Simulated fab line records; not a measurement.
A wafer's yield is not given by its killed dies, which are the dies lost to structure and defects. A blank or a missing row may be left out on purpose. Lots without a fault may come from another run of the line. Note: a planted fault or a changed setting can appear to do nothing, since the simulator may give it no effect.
fab line records | flow n5_finfet
record: lots: 6 | wafers: 18 | last_day: 17
route steps=1938 shown BEOL_M1@758 BEOL_M4@1111
lots with no fault: from the same line, run without faults
start_h: hours from the record's opening day to when the first of the lot's shown wafers began | wait_h: hours since the lot's step before | " the same as in the row above | L1.1+2: several wafers, shown together as one row | - no value, or no start given | * or withheld: withheld | < > ~ a bound
route shown NAME@n: a module of which the file shows steps, and the number in the route of the first | usual: mean and standard deviation over wafers with no fault | same: alike in all rows | chamber/n: place in a boat | sites: per-site readings | _std_site: the standard deviation of these | _edge_site: the outer-site mean with the inner-site mean subtracted | radius_mm: how far each site lies from the wafer's centre | mask NAME#n: copy n | behind: the tool/chamber that last shaped the wafer | hold: what put the lot on hold/how long, in hours/how the hold closed | device: transistor that didn't switch, given as n, p or np | end of line: the tests these same wafers got at the end of their route | a step without rows: its recipe alone | killed: not the wafer's yield, but the dies lost to structure and defects at the first sort | map: dies across one wafer; x = killed, . = not, _ = none there
set.NAME: the run value of the setting; set.NAME@STEP: its run value at that earlier step | model.NAME: the simulator's own value behind a step, which no gauge read
lots seen at some steps along the route; tables by step, rows by wafer
services: a tool's chamber out of use, with start hour (start_h, from the record's first day; less than 0 if before it), hours out, and reason
== steps ==
step: N5_BEOL_M1_COAT_05
recipe: resist: CAR-EUV | spin_rpm: 1500 | resist_thk_nm: 30
step: N5_BEOL_M1_EBR_07
recipe: solvent: PGMEA | ebr_width_mm: 1.5
step: N5_BEOL_M1_SOFTBAKE_06
recipe: temp_c: 110 | time_s: 60 | resist: CAR-EUV
step: N5_BEOL_M1_EXPOSE_08
recipe: mask_id: M1 | na: 0.33 | source_shape: dipole | sigma_inner: 0.369 | sigma_outer: 0.767 | polarization: unpolarized | dose_mj: 33
step: N5_BEOL_M1_PEB_09
recipe: peb_temp_c: 100 | peb_time_s: 60 | resist: CAR-EUV
step: N5_BEOL_M1_DEVELOP_10
recipe: develop_time_s: 30 | developer: TMAH | resist: CAR-EUV | rinse_liquid: surfactant_rinse | dry: air_spin | dev_temp_c: 23
step: N5_BEOL_M1_CD_MEAS_11
recipe: target_cd_nm: 17.05 | landing_energy_ev: 500 | detector: se_inlens | polarity: opening
usual: cd_nm: 17.07/0.26
lot.wafer | tool      | chamber | start_h | wait_h | cd_nm
L123.2    | cd_sem-02 | 0       | 170.26  | -      | 17.26
L123.3    | "         | 0       | "       | "      | 17.33
L123.6    | "         | 0       | "       | "      | 17.01
L125.3    | cd_sem-01 | 0       | 184.40  | -      | 16.98
L125.4    | "         | 0       | "       | "      | 16.92
L125.6    | "         | 0       | "       | "      | 17.01
L126.1    | cd_sem-02 | 0       | 198.51  | -      | 17.25
L126.2    | "         | 0       | "       | "      | 16.98
L126.6    | "         | 0       | "       | "      | 17.00
L127.1    | cd_sem-02 | 0       | 202.42  | -      | 16.80
L127.2    | "         | 0       | "       | "      | 17.10
L127.5    | "         | 0       | "       | "      | 16.89
L129.2    | cd_sem-02 | 0       | 204.30  | -      | 16.80
L129.3    | "         | 0       | "       | "      | 17.36
L129.6    | "         | 0       | "       | "      | 16.96
L138.4    | cd_sem-01 | 0       | 262.74  | -      | 17.19
L138.5    | "         | 0       | "       | "      | 17.36
L138.6    | "         | 0       | "       | "      | 17.22
step: N5_BEOL_M1_OVL_MEAS_12
recipe: points_per_wafer: 522
usual: M1_OVL: -0.6/0.57
lot.wafer | tool       | chamber | start_h | wait_h | M1_OVL[nm]
L123.2    | overlay-02 | 0       | 170.29  | 0.0    | -0.9
L123.3    | "          | 0       | "       | "      | -0.8
L123.6    | "          | 0       | "       | "      | 0.9
L125.3    | overlay-02 | 0       | 184.44  | 0.0    | -1.0
L125.4    | "          | 0       | "       | "      | -0.2
L125.6    | "          | 0       | "       | "      | -1.5
L126.1    | overlay-02 | 0       | 198.54  | 0.0    | -1.2
L126.2    | "          | 0       | "       | "      | -1.3
L126.6    | "          | 0       | "       | "      | -2.0
L127.1    | overlay-02 | 0       | 202.46  | 0.0    | -1.1
L127.2    | "          | 0       | "       | "      | -0.8
L127.5    | "          | 0       | "       | "      | -1.2
L129.2    | overlay-02 | 0       | 204.34  | 0.0    | -0.5
L129.3    | "          | 0       | "       | "      | 0.2
L129.6    | "          | 0       | "       | "      | -0.3
L138.4    | overlay-02 | 0       | 262.79  | 0.0    | 0.5
L138.5    | "          | 0       | "       | "      | 0.3
L138.6    | "          | 0       | "       | "      | -0.5
step: N5_BEOL_M1_INSPECT_13
recipe: mode: adi | inspect_instrument: brightfield
usual: raw_defect_count: 457/100
lot.wafer | tool              | chamber | start_h | wait_h | raw_defect_count
L123.2    | defect_inspect-01 | -       | 170.34  | 0.0    | 481
L123.3    | "                 | -       | "       | "      | 387
L123.6    | "                 | -       | "       | "      | 549
L125.3    | defect_inspect-02 | -       | 184.49  | 0.0    | 329
L125.4    | "                 | -       | "       | "      | 339
L125.6    | "                 | -       | "       | "      | 487
L126.1    | defect_inspect-02 | -       | 198.60  | 0.1    | 435
L126.2    | "                 | -       | "       | "      | 366
L126.6    | "                 | -       | "       | "      | 478
L127.1    | defect_inspect-02 | -       | 202.52  | 0.1    | 313
L127.2    | "                 | -       | "       | "      | 350
L127.5    | "                 | -       | "       | "      | 443
L129.2    | defect_inspect-02 | -       | 204.39  | 0.0    | 420
L129.3    | "                 | -       | "       | "      | 640
L129.6    | "                 | -       | "       | "      | 559
L138.4    | defect_inspect-01 | -       | 262.83  | 0.0    | 523
L138.5    | "                 | -       | "       | "      | 498
L138.6    | "                 | -       | "       | "      | 348
step: N5_BEOL_M1_DESCUM_16
recipe: chemistry: O2 | time_s: 7 | source_power_w: 50 | bias_power_w: 20 | pressure_mtorr: 20 | rf_frequency_hz: 2.712e+07 | temp_c: 40 | resist: CAR-EUV | o2_flow_sccm: 225
usual: bias_power_w: 20.01/0.065 | drypump_motor_current_A: 5.8/0.36 | oes_product_au: 0.79/0.073 | rf_fwd_power_W: 49.47/0.27 | rf_vpp_V: 242.7/1.6 | showerhead_plenum_p_Torr: 2.07/0.077 | temp_c: 40.00/0.11 | throttle_valve_pct: 20.4/0.34
lot.wafer | tool        | chamber | start_h | wait_h | bias_power_w | drypump_motor_current_A | oes_product_au | rf_fwd_power_W | rf_hours_counter_h | rf_vpp_V | showerhead_plenum_p_Torr | temp_c | throttle_valve_pct
L123.2    | rie_diel-05 | 3       | 170.38  | 0.0    | 20.09        | 5.9                     | 0.78           | 49.22          | 148                | 243.9    | 2.16                     | 40.13  | 20.6
L123.3    | "           | 1       | "       | "      | 19.85        | 5.5                     | 0.73           | 49.45          | 203                | 241.3    | 2.03                     | 39.91  | 21.3
L123.6    | "           | 3       | "       | "      | 20.04        | 6.0                     | 0.78           | 49.44          | -                  | 244.5    | 2.16                     | 39.90  | 20.6
L125.3    | rie_diel-05 | 1       | 184.52  | 0.0    | 19.95        | 5.4                     | 0.72           | 49.41          | 206                | 241.3    | 2.03                     | 40.02  | 21.3
L125.4    | "           | 2       | "       | "      | 19.93        | 6.0                     | 0.75           | 49.18          | 137                | 240.7    | 1.92                     | 40.06  | 20.0
L125.6    | "           | 1       | "       | "      | 19.92        | 5.4                     | 0.73           | 49.45          | -                  | 240.5    | 2.03                     | 39.93  | 21.3
L126.1    | rie_diel-02 | 3       | 198.64  | 0.0    | 20.05        | 6.2                     | 0.83           | 49.61          | 79                 | 240.5    | 2.01                     | 39.99  | 20.1
L126.2    | "           | 2       | "       | "      | 19.95        | 5.7                     | 0.84           | 49.18          | 69                 | 245.5    | 2.19                     | 39.97  | 20.3
L126.6    | "           | 2       | "       | "      | 20.10        | 5.7                     | 0.84           | 49.11          | -                  | 245.2    | 2.19                     | 40.03  | 20.4
L127.1    | rie_diel-05 | 1       | 202.72  | 0.2    | 20.07        | 5.5                     | 0.72           | 49.52          | 212                | 242.0    | 2.03                     | 40.02  | 21.3
L127.2    | "           | 2       | "       | "      | 20.04        | 6.0                     | 0.75           | 49.18          | 142                | 240.0    | 1.92                     | 39.94  | 20.1
L127.5    | "           | 3       | "       | "      | 20.05        | 5.9                     | 0.77           | 49.25          | -                  | 243.8    | 2.15                     | 40.04  | 20.6
L129.2    | rie_diel-05 | 0       | 204.45  | 0.1    | 20.01        | 5.5                     | 0.87           | 49.56          | 65                 | 243.4    | 2.04                     | 39.86  | 20.1
L129.3    | "           | 1       | "       | "      | 20.05        | 5.5                     | 0.71           | 49.45          | 212                | 241.4    | 2.03                     | 40.04  | 21.3
L129.6    | "           | 1       | "       | "      | 20.02        | 5.5                     | 0.71           | 49.43          | -                  | 242.8    | 2.03                     | 40.11  | 21.3
L138.4    | rie_diel-06 | 0       | 263.07  | 0.2    | 20.08        | 6.3                     | 0.84           | 49.05          | 71                 | 242.3    | 2.13                     | 39.90  | 20.5
L138.5    | "           | 0       | "       | "      | 19.97        | 6.3                     | 0.85           | 49.16          | -                  | 244.4    | 2.13                     | 39.96  | 20.5
L138.6    | "           | 3       | "       | "      | 20.06        | 6.4                     | 0.87           | 49.43          | -                  | 241.8    | 2.06                     | 40.00  | 20.0
step: N5_BEOL_M1_ETCH_74
recipe: chemistry: N2/H2 | target: underlayer | target_depth_a: 65 | mask_material: CAR-EUV | time_s: 5.2 | ion_energy_ev: 200 | pressure_mtorr: 30 | source_w: 840 | bias_w: 150 | n2_flow_sccm: 200 | h2_flow_sccm: 200 | ends: cleared
usual: bias_w: 150.0/0.46 | drypump_motor_current_A: 5.9/0.36 | etch_rf_on_time_s: 5.13/0.23 | h2_flow_sccm: 200.0/0.63 | oes_product_au: 0.68/0.067 | rf_fwd_power_W: 819.4/2.5 | rf_vpp_V: 523/3.1 | showerhead_plenum_p_Torr: 2.51/0.11 | throttle_valve_pct: 17.79/0.3
lot.wafer | tool        | chamber | start_h | wait_h | bias_w | drypump_motor_current_A | etch_rf_on_time_s | h2_flow_sccm | oes_product_au | rf_fwd_power_W | rf_hours_counter_h | rf_vpp_V | showerhead_plenum_p_Torr | throttle_valve_pct
L123.2    | rie_diel-05 | 3       | 170.41  | 0.0    | 149.9  | 5.9                     | 5.45              | 199.6        | 0.64           | 817.1          | 148                | 528      | 2.65                     | 18.16
L123.3    | "           | 1       | "       | "      | 150.6  | 5.4                     | 4.81              | 200.1        | 0.63           | 817.2          | 203                | 519      | 2.41                     | 18.38
L123.6    | "           | 3       | "       | "      | 150.0  | 5.9                     | 5.46              | 200.6        | 0.65           | 818.1          | -                  | 525      | 2.65                     | 18.19
L125.3    | rie_diel-05 | 1       | 184.56  | 0.0    | 150.6  | 5.5                     | 4.86              | 199.0        | 0.63           | 818.9          | 206                | 520      | 2.41                     | 18.37
L125.4    | "           | 2       | "       | "      | 149.9  | 6.0                     | 5.12              | 199.8        | 0.65           | 820.4          | 137                | 521      | 2.35                     | 17.62
L125.6    | "           | 1       | "       | "      | 150.8  | 5.5                     | 4.84              | 199.8        | 0.62           | 820.5          | -                  | 522      | 2.41                     | 18.41
L126.1    | rie_diel-02 | 3       | 198.67  | 0.0    | 150.9  | 6.2                     | 4.97              | 200.3        | 0.73           | 814.7          | 79                 | 523      | 2.45                     | 17.56
L126.2    | "           | 2       | "       | "      | 149.9  | 5.7                     | 5.27              | 200.6        | 0.70           | 818.4          | 69                 | 526      | 2.70                     | 18.02
L126.6    | "           | 2       | "       | "      | 149.7  | 5.7                     | 5.20              | 200.3        | 0.71           | 820.6          | -                  | 529      | 2.70                     | 18.02
L127.1    | rie_diel-05 | 1       | 202.76  | 0.0    | 150.8  | 5.5                     | 4.91              | 200.8        | 0.61           | 819.7          | 212                | 522      | 2.41                     | 18.41
L127.2    | "           | 2       | "       | "      | 149.8  | 6.0                     | 5.17              | 200.6        | 0.66           | 823.0          | 142                | 517      | 2.35                     | 17.65
L127.5    | "           | 3       | "       | "      | 149.5  | 5.9                     | 5.58              | 200.1        | 0.63           | 819.1          | -                  | 527      | 2.65                     | 18.17
L129.2    | rie_diel-05 | 0       | 204.48  | 0.0    | 150.1  | 5.5                     | 4.76              | 200.1        | 0.78           | 817.8          | 65                 | 524      | 2.47                     | 17.39
L129.3    | "           | 1       | "       | "      | 149.6  | 5.4                     | 4.91              | 200.0        | 0.61           | 821.1          | 212                | 520      | 2.41                     | 18.40
L129.6    | "           | 1       | "       | "      | 149.1  | 5.5                     | 4.87              | 199.7        | 0.63           | 818.0          | -                  | 520      | 2.41                     | 18.40
L138.4    | rie_diel-06 | 0       | 263.11  | 0.0    | 150.4  | 6.3                     | 5.54              | 200.4        | 0.70           | 820.3          | 71                 | 525      | 2.57                     | 17.90
L138.5    | "           | 0       | "       | "      | 151.2  | 6.3                     | 5.49              | 199.1        | 0.70           | 821.1          | -                  | 526      | 2.57                     | 17.85
L138.6    | "           | 3       | "       | "      | 150.2  | 6.5                     | 4.90              | 200.5        | 0.78           | 821.4          | -                  | 522      | 2.49                     | 17.37
step: N5_BEOL_M1_ETCH_63
recipe: chemistry: CF4 | target: SiARC | target_depth_a: 156 | mask_material: CAR-EUV | time_s: 26 | ion_energy_ev: 80 | pressure_mtorr: 40 | source_w: 545 | bias_w: 36 | Ar_flow_sccm: 100 | cf4_flow_sccm: 100 | ends: cleared
usual: bias_w: 36.00/0.11 | drypump_motor_current_A: 5.8/0.36 | etch_rf_on_time_s: 25.6/1.1 | oes_product_au: 0.68/0.067 | rf_fwd_power_W: 532.9/2.2 | rf_vpp_V: 183.7/1.3 | showerhead_plenum_p_Torr: 2.12/0.086 | throttle_valve_pct: 15.56/0.29
lot.wafer | tool        | chamber | start_h | wait_h | bias_w | drypump_motor_current_A | etch_rf_on_time_s | oes_product_au | rf_fwd_power_W | rf_hours_counter_h | rf_vpp_V | showerhead_plenum_p_Torr | throttle_valve_pct
L123.2    | rie_diel-05 | 3       | 170.43  | 0.0    | 35.87  | 5.9                     | 27.9              | 0.64           | 531.0          | 148                | 184.3    | 2.25                     | 16.01
L123.3    | "           | 1       | "       | "      | 36.14  | 5.5                     | 24.3              | 0.63           | 529.6          | 203                | 182.6    | 2.04                     | 16.05
L123.6    | "           | 3       | "       | "      | 35.83  | 5.9                     | 27.8              | 0.64           | 532.3          | -                  | 184.3    | 2.25                     | 15.98
L125.3    | rie_diel-05 | 1       | 184.57  | 0.0    | 36.00  | 5.5                     | 24.5              | 0.62           | 530.7          | 206                | 184.6    | 2.04                     | 16.02
L125.4    | "           | 2       | "       | "      | 36.02  | 6.0                     | 26.1              | 0.65           | 530.3          | 137                | 181.8    | 1.97                     | 15.30
L125.6    | "           | 1       | "       | "      | 36.00  | 5.5                     | 24.3              | 0.62           | 533.0          | -                  | 182.6    | 2.04                     | 16.06
L126.1    | rie_diel-02 | 3       | 198.69  | 0.0    | 36.00  | 6.2                     | 25.3              | 0.72           | 535.0          | 79                 | 185.0    | 2.09                     | 15.41
L126.2    | "           | 2       | "       | "      | 35.95  | 5.7                     | 26.2              | 0.71           | 530.6          | 69                 | 185.7    | 2.25                     | 15.64
L126.6    | "           | 2       | "       | "      | 35.89  | 5.7                     | 26.0              | 0.72           | 530.4          | -                  | 185.9    | 2.26                     | 15.63
L127.1    | rie_diel-05 | 1       | 202.77  | 0.0    | 36.05  | 5.5                     | 24.6              | 0.62           | 528.4          | 212                | 182.6    | 2.04                     | 16.07
L127.2    | "           | 2       | "       | "      | 35.95  | 6.0                     | 26.2              | 0.65           | 532.4          | 142                | 182.4    | 1.97                     | 15.30
L127.5    | "           | 3       | "       | "      | 36.11  | 6.0                     | 28.1              | 0.63           | 534.1          | -                  | 184.6    | 2.24                     | 16.01
L129.2    | rie_diel-05 | 0       | 204.50  | 0.0    | 36.01  | 5.5                     | 23.9              | 0.77           | 534.0          | 65                 | 183.1    | 2.10                     | 15.26
L129.3    | "           | 1       | "       | "      | 36.02  | 5.5                     | 24.1              | 0.63           | 531.1          | 212                | 183.9    | 2.04                     | 16.05
L129.6    | "           | 1       | "       | "      | 36.04  | 5.5                     | 24.1              | 0.62           | 528.9          | -                  | 182.8    | 2.04                     | 16.04
L138.4    | rie_diel-06 | 0       | 263.12  | 0.0    | 35.83  | 6.3                     | 26.9              | 0.71           | 529.0          | 71                 | 183.7    | 2.15                     | 15.54
L138.5    | "           | 0       | "       | "      | 35.99  | 6.3                     | 26.7              | 0.71           | 529.9          | -                  | 184.0    | 2.15                     | 15.52
L138.6    | "           | 3       | "       | "      | 36.02  | 6.4                     | 24.7              | 0.78           | 533.3          | -                  | 182.7    | 2.09                     | 15.03
step: N5_BEOL_M1_ETCH_64
recipe: chemistry: N2/H2 | target: SOC | target_depth_a: 750 | overetch_a: 150 | mask_material: SiARC | temp_c: 40 | time_s: 112.5 | ion_energy_ev: 200 | pressure_mtorr: 30 | source_w: 840 | bias_w: 150 | n2_flow_sccm: 200 | h2_flow_sccm: 200
usual: bias_w: 150.0/0.49 | drypump_motor_current_A: 5.9/0.36 | h2_flow_sccm: 200.0/0.6 | oes_product_au: 0.62/0.059 | rf_fwd_power_W: 836.8/2.6 | rf_vpp_V: 523/3 | showerhead_plenum_p_Torr: 2.51/0.11 | temp_c: 39.99/0.11 | throttle_valve_pct: 17.76/0.29
lot.wafer | tool        | chamber | start_h | wait_h | bias_w | drypump_motor_current_A | h2_flow_sccm | oes_product_au | rf_fwd_power_W | rf_hours_counter_h | rf_vpp_V | showerhead_plenum_p_Torr | temp_c | throttle_valve_pct | model.SiARC_of_BEOL_M1_COAT_62.thk_nm
L123.2    | rie_diel-05 | 3       | 170.46  | 0.0    | 149.2  | 5.9                     | 199.9        | 0.61           | 835.7          | 148                | 526      | 2.65                     | 40.08  | 18.13              | 7
L123.3    | "           | 1       | "       | "      | 150.2  | 5.5                     | 199.6        | 0.55           | 840.4          | 203                | 521      | 2.41                     | 39.97  | 18.33              | 6.6
L123.6    | "           | 3       | "       | "      | 149.7  | 5.9                     | 200.7        | 0.62           | 834.6          | -                  | 527      | 2.65                     | 40.04  | 18.13              | 7
L125.3    | rie_diel-05 | 1       | 184.60  | 0.0    | 150.2  | 5.5                     | 199.3        | 0.55           | 831.7          | 206                | 521      | 2.41                     | 40.01  | 18.35              | 6.6
L125.4    | "           | 2       | "       | "      | 150.2  | 6.0                     | 200.2        | 0.60           | 839.2          | 137                | 518      | 2.35                     | 40.10  | 17.59              | 7
L125.6    | "           | 1       | "       | "      | 150.8  | 5.5                     | 199.1        | 0.55           | 833.2          | -                  | 521      | 2.41                     | 39.86  | 18.33              | 6.6
L126.1    | rie_diel-02 | 3       | 198.72  | 0.0    | 150.0  | 6.2                     | 199.9        | 0.66           | 835.2          | 79                 | 522      | 2.45                     | 40.01  | 17.55              | 6.6
L126.2    | "           | 2       | "       | "      | 151.4  | 5.7                     | 199.5        | 0.66           | 835.1          | 69                 | 528      | 2.70                     | 40.00  | 17.99              | 6.8
L126.6    | "           | 2       | "       | "      | 150.9  | 5.7                     | 198.8        | 0.66           | 836.6          | -                  | 528      | 2.70                     | 39.86  | 17.97              | 6.8
L127.1    | rie_diel-05 | 1       | 202.80  | 0.0    | 111.4  | 5.5                     | 199.0        | 0.55           | 833.4          | 212                | 429      | 2.41                     | 39.85  | 18.33              | 8.4
L127.2    | "           | 2       | "       | "      | 110.7  | 6.0                     | 199.0        | 0.60           | 834.8          | 142                | 427      | 2.35                     | 40.06  | 17.59              | 8.8
L127.5    | "           | 3       | "       | "      | 109.7  | 5.9                     | 199.8        | 0.60           | 836.2          | -                  | 432      | 2.65                     | 39.99  | 18.14              | 8.8
L129.2    | rie_diel-05 | 0       | 204.53  | 0.0    | 109.8  | 5.5                     | 199.4        | 0.68           | 835.3          | 65                 | 428      | 2.46                     | 40.14  | 17.34              | 8.2
L129.3    | "           | 1       | "       | "      | 110.5  | 5.5                     | 199.5        | 0.55           | 832.8          | 212                | 428      | 2.41                     | 40.05  | 18.36              | 8.4
L129.6    | "           | 1       | "       | "      | 110.1  | 5.5                     | 199.8        | 0.55           | 834.5          | -                  | 427      | 2.41                     | 40.04  | 18.35              | 8.4
L138.4    | rie_diel-06 | 0       | 263.15  | 0.0    | 150.6  | 6.3                     | 201.1        | 0.67           | 834.7          | 71                 | 525      | 2.57                     | 39.78  | 17.82              | 7.2
L138.5    | "           | 0       | "       | "      | 151.0  | 6.3                     | 200.3        | 0.68           | 840.8          | -                  | 525      | 2.57                     | 39.97  | 17.83              | 7
L138.6    | "           | 3       | "       | "      | 149.0  | 6.5                     | 200.5        | 0.71           | 839.1          | -                  | 522      | 2.49                     | 39.97  | 17.35              | 6.6
step: N5_BEOL_M1_STRIP_65
recipe: chemistry: N2/H2 | temp_c: 40 | n2_flow_sccm: 200 | h2_flow_sccm: 200 | rf_frequency_hz: 6e+07
step: N5_BEOL_M4_RC_MEAS_101
usual: DIBL_N: 36.2/2 | DIBL_P: 36.1/2.4 | IOFF_N: 0.16/0.035 | IOFF_P: 0.22/0.041 | ION_N: 675/14 | ION_P: 465/8.6 | SS_N: 71.5/0.64 | SS_P: 73.2/0.76 | VT_N: 250/3.9 | VT_P: -249/3.4
lot.wafer | tool      | chamber | start_h | wait_h | DIBL_N[mV/V] | DIBL_P[mV/V] | IOFF_N[nA/um] | IOFF_P[nA/um] | ION_N[uA/um] | ION_P[uA/um] | SS_N[mV/dec] | SS_P[mV/dec] | VT_N[mV] | VT_P[mV]
L123.2    | prober-01 | 0       | 213.38  | 0.2    | 37.6         | 39.5         | 0.20          | 0.28          | 695          | 472          | 71.6         | 73.4         | 246      | -245
L123.3    | "         | 0       | "       | "      | 37.8         | 40.3         | 0.21          | 0.30          | 688          | 479          | 71.5         | 73.7         | 245      | -243
L123.6    | "         | 0       | "       | "      | 36.3         | 36.5         | 0.17          | 0.24          | 683          | 467          | 71.7         | 72.4         | 248      | -246
L125.3    | prober-02 | 0       | 227.29  | 0.3    | 39.9         | 40.1         | 0.22          | 0.27          | 695          | 472          | 72.5         | 74.0         | 243      | -245
L125.4    | "         | 0       | "       | "      | 35.2         | 33.3         | 0.12          | 0.15          | 671          | 460          | 71.5         | 73.3         | 252      | -253
L125.6    | "         | 0       | "       | "      | 36.2         | 35.1         | 0.15          | 0.18          | 688          | 465          | 71.3         | 72.9         | 247      | -252
L126.1    | prober-01 | 0       | 245.24  | 0.0    | 35.3         | 34.6         | 0.15          | 0.24          | 669          | 468          | 71.6         | 73.5         | 250      | -244
L126.2    | "         | 0       | "       | "      | 31.1         | 30.1         | 0.09          | 0.16          | 640          | 459          | 70.2         | 71.3         | 258      | -252
L126.6    | "         | 0       | "       | "      | 30.4         | 30.0         | 0.09          | 0.17          | 654          | 464          | 70.2         | 71.8         | 257      | -251
L127.1    | prober-02 | 0       | 256.48  | 0.0    | 35.1         | 37.2         | 0.15          | 0.26          | 678          | 483          | 71.3         | 73.0         | 252      | -242
L127.2    | "         | 0       | "       | "      | 36.7         | 38.3         | 0.19          | 0.28          | 698          | 484          | 72.2         | 73.4         | 247      | -244
L127.5    | "         | 0       | "       | "      | 33.9         | 35.8         | 0.14          | 0.23          | 685          | 479          | 70.9         | 72.3         | 251      | -248
L129.2    | prober-01 | 0       | 262.41  | 0.2    | 37.3         | 35.4         | 0.16          | 0.21          | 664          | 455          | 71.4         | 73.5         | 249      | -248
L129.3    | "         | 0       | "       | "      | 34.5         | 33.3         | 0.13          | 0.19          | 674          | 474          | 71.1         | 72.5         | 249      | -247
L129.6    | "         | 0       | "       | "      | 36.0         | 34.2         | 0.14          | 0.19          | 682          | 467          | 70.9         | 73.3         | 250      | -250
L138.4    | prober-01 | 0       | 315.28  | 0.5    | 33.0         | 33.1         | 0.11          | 0.15          | 665          | 453          | 70.3         | 72.6         | 258      | -256
L138.5    | "         | 0       | "       | "      | 33.5         | 33.3         | 0.12          | 0.15          | 671          | 453          | 70.7         | 72.2         | 255      | -256
L138.6    | "         | 0       | "       | "      | 34.9         | 34.8         | 0.13          | 0.17          | 675          | 459          | 71.2         | 73.0         | 254      | -254
== services ==
tool        | chamber | start_h | hours | kind
rie_diel-02 | 3       | 192.97  | 4.2   | repair
rie_diel-02 | 2       | 230.43  | 75.0  | repair
rie_diel-02 | -       | 257.21  | 15.6  | pm
rie_diel-05 | 0       | 261.54  | 19.9  | repair
== key ==
first_sign: step: N5_BEOL_M1_ETCH_64 | reading: bias_w | direction: down | sigmas: 81 | usual: * | struck: *
effect: step: N5_BEOL_M1_ETCH_64 | reading: rf_vpp_V | direction: down | sigmas: 31 | usual: 523 | struck: 429
model_effect: step: N5_BEOL_M1_ETCH_64 | value: SiARC_of_BEOL_M1_COAT_62.thk_nm | without: 6.6 | struck: 8.5
met_at N5_BEOL_M1_ETCH_64
struck_wafers L127.1,L127.2,L127.5,L129.2,L129.3,L129.6
onset_between 184.60 202.80
fault: kind: process_parameter_drift | tool: rie_diel-05 | chamber: - | onset_h: 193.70 | steps: N5_BEOL_M1_ETCH_64 | channel: bias_w | offset: * | shape: step | end_h: 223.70 | acts_in: * | stated: *
